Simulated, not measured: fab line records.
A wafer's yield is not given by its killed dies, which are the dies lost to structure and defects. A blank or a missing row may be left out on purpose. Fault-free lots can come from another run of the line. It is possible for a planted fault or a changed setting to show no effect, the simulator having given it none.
Check for tools in common | flow nand harc | 13 lots, 39 wafers sampled

## THE REASON FOR OPENING IT
On 2 of the 13 lots, a flag is raised at NHARC_A_ONON_D1_THK_MEAS_02 on the reading thk nm. Fault-free wafers read 1000 nm, with a standard deviation of 9.5.
Rule: flag the lot when none of its wafers has a number, or when each of its wafers that has one lies beyond 4 standard deviations from that mean. As for the other lots, they are considered sound.

lot  | measured     | on            | thk nm (nm), wafer by wafer | flag
L771 | day 7 12:07  | film metro-01 | 979 980 979                 |
L772 | day 8 01:03  | film metro-01 | 990 992 993                 |
L773 | day 8 23:27  | film metro-02 | 1021 1019 1019              |
L774 | day 9 04:02  | film metro-01 | 1002 1002 1002              |
L776 | day 9 23:31  | film metro-01 | 998 998 999                 |
L777 | day 10 09:43 | film metro-01 | 986 988 987                 |
L783 | day 12 15:12 | film metro-02 | 1098 1098 1099              | FLAGGED
L784 | day 13 17:49 | film metro-02 | 1098 1100 1099              | FLAGGED
L788 | day 14 19:59 | film metro-02 | 1003 1002 1002              |
L789 | day 15 03:07 | film metro-02 | 1005 1003 1003              |
L790 | day 15 19:57 | film metro-02 | 997 998 996                 |
L793 | day 16 18:26 | film metro-01 | 1012 1012 1013              |
L794 | day 17 05:38 | film metro-01 | 1012 1013 1014              |
The mean of the flagged lots' numbers is 1099 nm, +99 nm from the usual (+10 standard deviations).

## WHICH TOOL EACH LOT WENT THROUGH
The record holds 2 process steps before the reading, out of a route of 1302 steps. Every cell lists first the tool, next ch and the chambers used by the sampled wafers, and last the start.
lot  | flag    | NHARC_A_ZERO_WELL_DESCUM_12        | NHARC_A_ONON_D1_DEP_00
L771 |         | rie diel-10 ch 1,2,3, day 6 14:55  | pecvd onon-01 ch 0, day 7 11:40
L772 |         | rie diel-10 ch 1,2,3, day 7 02:57  | pecvd onon-02 ch 0, day 8 00:36
L773 |         | rie diel-12 ch 1,2, day 8 00:30    | pecvd onon-01 ch 0, day 8 22:56
L774 |         | rie diel-10 ch 0,1,3, day 8 05:41  | pecvd onon-03 ch 0, day 9 03:32
L776 |         | rie diel-10 ch 1,2,3, day 9 01:04  | pecvd onon-01 ch 0, day 9 23:04
L777 |         | rie diel-12 ch 0,1, day 9 11:44    | pecvd onon-02 ch 0, day 10 09:19
L783 | FLAGGED | rie diel-12 ch 1,2, day 11 18:03   | pecvd onon-02 ch 0, day 12 14:44
L784 | FLAGGED | rie diel-09 ch 0,1,2, day 12 20:32 | pecvd onon-02 ch 0, day 13 17:17
L788 |         | rie diel-09 ch 0,1,3, day 13 22:05 | pecvd onon-01 ch 0, day 14 19:32
L789 |         | rie diel-12 ch 0,2,3, day 14 02:21 | pecvd onon-01 ch 0, day 15 02:40
L790 |         | rie diel-10 ch 0,2,3, day 14 22:37 | pecvd onon-03 ch 0, day 15 19:37
L793 |         | rie diel-09 ch 0,1,3, day 15 22:57 | pecvd onon-01 ch 0, day 16 17:56
L794 |         | rie diel-10 ch 0,2,3, day 16 07:01 | pecvd onon-02 ch 0, day 17 05:11
What these steps do:
- NHARC_A_ZERO_WELL_DESCUM_12: chemistry O2, time 3 s.
- NHARC_A_ONON_D1_DEP_00: target thk 1000 nm.
- NHARC_A_ONON_D1_THK_MEAS_02: measures by ellipsometry.

## FLAGGED AGAINST TOTAL, ONE TOOL AT A TIME (gauges that did the reading follow at the end)
step                        | tool          | lots run | flagged | share of the flagged lots | sound lots run after its first flagged lot
NHARC_A_ZERO_WELL_DESCUM_12 | rie diel-09   | 3        | 1       | some                      | 2 (L788,L793)
NHARC_A_ZERO_WELL_DESCUM_12 | rie diel-10   | 6        | 0       | none                      | -
NHARC_A_ZERO_WELL_DESCUM_12 | rie diel-12   | 4        | 1       | some                      | 1 (L789)
NHARC_A_ONON_D1_DEP_00      | pecvd onon-01 | 6        | 0       | none                      | -
NHARC_A_ONON_D1_DEP_00      | pecvd onon-02 | 5        | 2       | all                       | 1 (L794)
NHARC_A_ONON_D1_DEP_00      | pecvd onon-03 | 2        | 0       | none                      | -
NHARC_A_ONON_D1_THK_MEAS_02 | film metro-01 | 7        | 0       | none                      | -
NHARC_A_ONON_D1_THK_MEAS_02 | film metro-02 | 6        | 2       | all                       | 3 (L788,L789,L790)

## WHAT THE TABLE ALLOWS
2 rows of the table ran every flagged lot: pecvd onon-02 at NHARC_A_ONON_D1_DEP_00, film metro-02 at NHARC_A_ONON_D1_THK_MEAS_02.
- pecvd onon-02 at NHARC_A_ONON_D1_DEP_00: 2 of its 5 lots flagged. Sound lots ran on it after the first flagged one (L794), which a lasting fault on the whole tool wouldn't allow.
- film metro-02 at NHARC_A_ONON_D1_THK_MEAS_02: 2 of its 6 lots flagged. Sound lots ran on it after the first flagged one (L788, L789, L790), which a lasting fault on the whole tool wouldn't allow.
None of the table's rows ran every flagged lot and, after the first, no sound lot.

## WHAT HAD BEEN PUT IN BY THE SIMULATOR
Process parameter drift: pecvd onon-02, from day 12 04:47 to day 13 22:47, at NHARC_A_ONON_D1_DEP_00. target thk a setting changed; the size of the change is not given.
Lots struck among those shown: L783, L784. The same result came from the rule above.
